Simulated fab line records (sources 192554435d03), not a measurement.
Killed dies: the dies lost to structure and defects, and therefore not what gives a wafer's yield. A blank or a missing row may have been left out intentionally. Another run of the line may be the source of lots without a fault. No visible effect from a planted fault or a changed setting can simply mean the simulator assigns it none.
A struck lot beside a sound one + flow n5Finfet + 37 out of 1938 route steps
Sound: these wafers, L375.1, L375.4, L375.6. Struck: wafer L392.6 (L392.3, L392.5, from the same lot, were not struck and are left out); the cause is given at the end.
At each step with rows: each side's tool, then ch and its chambers, then its first start. Under that, the readings that differ: sound wafers + struck wafers + difference of the means + sigmas: that difference in standard deviations of wafers without a fault.
alike: readings with means less than 2 such deviations apart, plus words and numbers identical on both sides. not compared: withheld readings, readings lacking a value on some wafer, bounds such as >300 that could conceal the same value, and numbers that have no deviation in the record and whose values overlap.
A row with sigmas, a row that says differs or no value, or rows on one side alone: a step with any of these is where the two part. Numbers that don't overlap but have no deviation are shown without sigmas and don't part them. A reading that every wafer of one side lacks parts them only if that side has two wafers or more.

first, 9 steps without rows for these wafers: N5_BEOL_M13_PRE_CLEAN_42 (time 30 s); N5_BEOL_M13_SPUTTER_43 (material TaN, target thk 15 nm, time 24.19 s); N5_BEOL_M13_SPUTTER_44 (material Ta, target thk 10 nm, time 16.13 s); N5_BEOL_M13_SPUTTER_45 (material Cu, target thk 80 nm, time 13.33 s); N5_BEOL_M13_ECD_47 (material Cu, target thk 936 nm); N5_BEOL_M13_ANNEAL_48 (time 90 s); N5_BEOL_M13_CMP_49 (polishes, stops on SiOC, t overpolish 17.1 s, target thk 420 nm); N5_BEOL_M13_PRE_CLEAN_52 (time 15 s); N5_BEOL_M13_DEP_53 (deposits SiCN from 3MS/NH3, target thk 50 nm, time 17.8 s).
N5_BEOL_M14_ILD_DEP_00: deposits SiO2 from TEOS/O2, target thk 1119.3 nm, time 237.4 s.
  sound on pecvd-04 ch 1,2, day 10 19:29; struck on pecvd-04 ch 2, day 16 01:20
| reading                                      | sound          | struck | difference | sigmas |
|----------------------------------------------|----------------|--------|------------|--------|
| model.SiO2_of_BEOL_M14_ILD_DEP_00.thkNm (nm) | 1097 1118 1116 | 1374   | +264       |        |
  alike: heaterPowerW, rfFwdPowerW, showerheadPlenumPTorr, throttleValvePct
N5_BEOL_M14_THK_MEAS_01:
  sound on filmMetro-02 at day 10 19:41; struck on filmMetro-02 at day 16 01:31
| reading          | sound          | struck | difference | sigmas |
|------------------|----------------|--------|------------|--------|
| M14_ILD_THK (nm) | 1097 1119 1115 | 1373   | +263       | +19    |
then, 10 steps without rows for these wafers: N5_BEOL_M14_COAT_58 (time 60 s, resist thk 89 nm); N5_BEOL_M14_COAT_04 (resist thk 800 nm); N5_BEOL_M14_EBR_06; N5_BEOL_M14_SOFTBAKE_05 (time 60 s); N5_BEOL_M14_EXPOSE_07 (exposes mask V13); N5_BEOL_M14_PEB_08 (peb time 90 s); N5_BEOL_M14_DEVELOP_09 (develop time 45 s); N5_BEOL_M14_HARDBAKE_14 (time 120 s); N5_BEOL_M14_DESCUM_15 (chemistry O2, time 7.9 s); N5_BEOL_M14_ETCH_59 (etches BARC in N2/H2, target depth 89 nm, overetch 26.7 nm, time 67.9 s).
N5_BEOL_M14_VIA_ETCH_16: etches SiO2 in C4F8/O2/Ar, target depth 1231.3 nm.
  sound on rieDiel-02 ch 1,2,3, day 10 20:17; struck on rieDiel-01 ch 2, day 16 02:08
| reading                                   | sound             | struck | difference | sigmas |
|-------------------------------------------|-------------------|--------|------------|--------|
| model.etch.depthNm (nm)                   | 1097 1118 1116    | 1374   | +264       |        |
| model.coat_of_BEOL_M14_COAT_04.thkNm (nm) | 460.2 452.2 454.2 | 391.2  | -64.3      |        |
  alike: drypumpMotorCurrentA, oes_o_777_au, oesProductAu, rfFwdPowerW, rfVppV, showerheadPlenumPTorr, throttleValvePct
then, 13 steps without rows for these wafers: N5_BEOL_M14_STRIP_63 (strips in O2); N5_BEOL_M14_STRIP_64 (strips in O2); N5_BEOL_M14_STRIP_71 (strips in post etch residue remover, time 60 s); N5_BEOL_M14_SRD_72 (time 30 s, dry time 30 s); N5_BEOL_M14_COAT_65 (time 60 s, resist thk 450 nm); N5_BEOL_M14_COAT_66 (time 60 s, resist thk 110 nm); N5_BEOL_M14_COAT_22 (resist thk 300 nm); N5_BEOL_M14_EBR_24; N5_BEOL_M14_SOFTBAKE_23 (time 60 s); N5_BEOL_M14_EXPOSE_25 (exposes mask M14, target cd 280 nm); N5_BEOL_M14_PEB_26 (peb time 90 s); N5_BEOL_M14_DEVELOP_27 (develop time 45 s); N5_BEOL_M14_HARDBAKE_32 (time 120 s).
N5_BEOL_M14_CMP_49: polishes, stops on SiO2, t overpolish 5.2 s, target thk 560 nm.
  sound on cmp-04 ch 0,1,2, day 11 02:20; struck on cmp-04 ch 3, day 16 05:59
| reading                                      | sound             | struck | difference | sigmas |
|----------------------------------------------|-------------------|--------|------------|--------|
| platenRpm (rpm)                              | 79.97 80.01 80.00 | 80.11  | +0.12      | +2     |
| model.SiO2_of_BEOL_M14_ILD_DEP_00.thkNm (nm) | 1017 1040 1038    | 1293   | +261       |        |
  alike: headPressurePsi, motorCurrentA
N5_PASSIVATION_PROBE_49:
  sound on prober-01 at day 12 00:45; struck on prober-01 at day 17 06:10
  alike: defectLimitedYield, killed_at_M0_to_M3, killed_at_M4_up, killedAtContacts, killedAtFrontEnd, killedAtOther, killedDies, killedOnRim, killedOpen, killedShort, sort_bin_5_function, sort_bin_6_memory, sortNPass, sortYieldPct

== WHERE THEY PART ==
At N5_BEOL_M14_THK_MEAS_01 first; at N5_BEOL_M14_CMP_49 last (within this record only). Later steps at which nothing parts them and some readings are alike: N5_PASSIVATION_PROBE_49.

WHY: the cause the simulator had injected
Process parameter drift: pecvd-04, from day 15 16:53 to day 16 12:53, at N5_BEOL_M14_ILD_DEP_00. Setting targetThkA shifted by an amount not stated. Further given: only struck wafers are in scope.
